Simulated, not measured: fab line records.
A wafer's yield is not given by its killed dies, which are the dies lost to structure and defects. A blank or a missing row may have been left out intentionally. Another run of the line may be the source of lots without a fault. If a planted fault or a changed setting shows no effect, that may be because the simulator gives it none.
A struck lot beside a sound one :: flow nand harc :: 14 steps out of a route of 1302
Sound: wafers L527.2, L527.5, L527.6. Struck: wafer L543.3; the same lot's L543.4 was not struck, so it is left out; see the end for the cause.
At each step with rows: each side's tool, then ch and its chambers, then its first start. Under that, the readings that differ: sound wafers :: struck wafers :: difference of the means :: sigmas: that difference in standard deviations of wafers without a fault.
alike: same words and numbers on both sides, and readings whose means sit less than 2 such deviations apart. not compared: any withheld reading, any reading some wafer has no value for, any bound like >300 that may hide the same value, and any number with overlapping values for which the record gives no deviation.
The two part at a step that has a row with sigmas, a row that says differs or no value, or rows on one side only. Numbers that don't overlap but have no deviation are shown without sigmas and don't part them. A reading that every wafer of one side lacks parts them only if that side has two wafers or more.

first, 4 steps without rows for these wafers: NHARC_A_DECK1_JOINT_CURE_26 (time 32 s); NHARC_A_DECK1_JOINT_ANNEAL_27 (time 3600 s); NHARC_A_DECK1_JOINT_ANNEAL_28 (time 1800 s); NHARC_A_DECK1_JOINT_ANNEAL_29 (time 1800 s).
NHARC_A_DECK1_JOINT_CMP_02: polishes SiOx.
  sound on cmp-04 ch 1,2,3, day 12 20:55; struck on cmp-03 ch 1, day 18 23:02
  alike: edge zone pressure frac, motor current A
next, for these wafers, 1 step has no rows: NHARC_A_DECK1_JOINT_SRD_15.
NHARC_A_DECK1_JOINT_DEP_16: deposits SiO2, target thk 45 nm.
  sound on pecvd-01 ch 0,1,2, day 12 21:17; struck on pecvd-03 ch 0, day 18 23:30
  alike: heater power w, throttle valve pct
NHARC_A_DECK1_JOINT_THK_MEAS_17: measures by ellipsometry.
  sound on film metro-01, day 12 21:32; struck on film metro-01, day 18 23:44
  alike: thk nm
NHARC_A_DECK1_JOINT_INSPECT_05:
  sound on defect inspect-01, day 12 21:34; struck on defect inspect-01, day 18 23:46
  alike: raw defect count
after that, 1 step with no rows for these wafers: NHARC_A_ONON_D2_DEP_00 (target thk 1000 nm).
NHARC_A_ONON_D2_THK_MEAS_02: measures by ellipsometry.
  sound on film metro-02, day 12 22:21; struck on film metro-02, day 19 00:20
  alike: thk nm
NHARC_A_ONON_D2_DEP_03: target thk 1000 nm.
  sound on pecvd onon-03 ch 0, day 12 22:28; struck on pecvd onon-03 ch 0, day 19 00:31
NHARC_A_ONON_D2_THK_MEAS_05: measures by ellipsometry.
  sound on film metro-01, day 12 22:55; struck on film metro-02, day 19 00:54
reading: thk nm (nm)
sound: 993 992 994
struck: 1540
difference: +547
sigmas: +55
after that, 1 step with no rows for these wafers: NHARC_A_ONON_D2_DEP_06 (target thk 1000 nm).

## WHERE THEY PART
At NHARC_A_ONON_D2_THK_MEAS_05 and nowhere else, as far as this record goes.

WHY: what the simulator had put in
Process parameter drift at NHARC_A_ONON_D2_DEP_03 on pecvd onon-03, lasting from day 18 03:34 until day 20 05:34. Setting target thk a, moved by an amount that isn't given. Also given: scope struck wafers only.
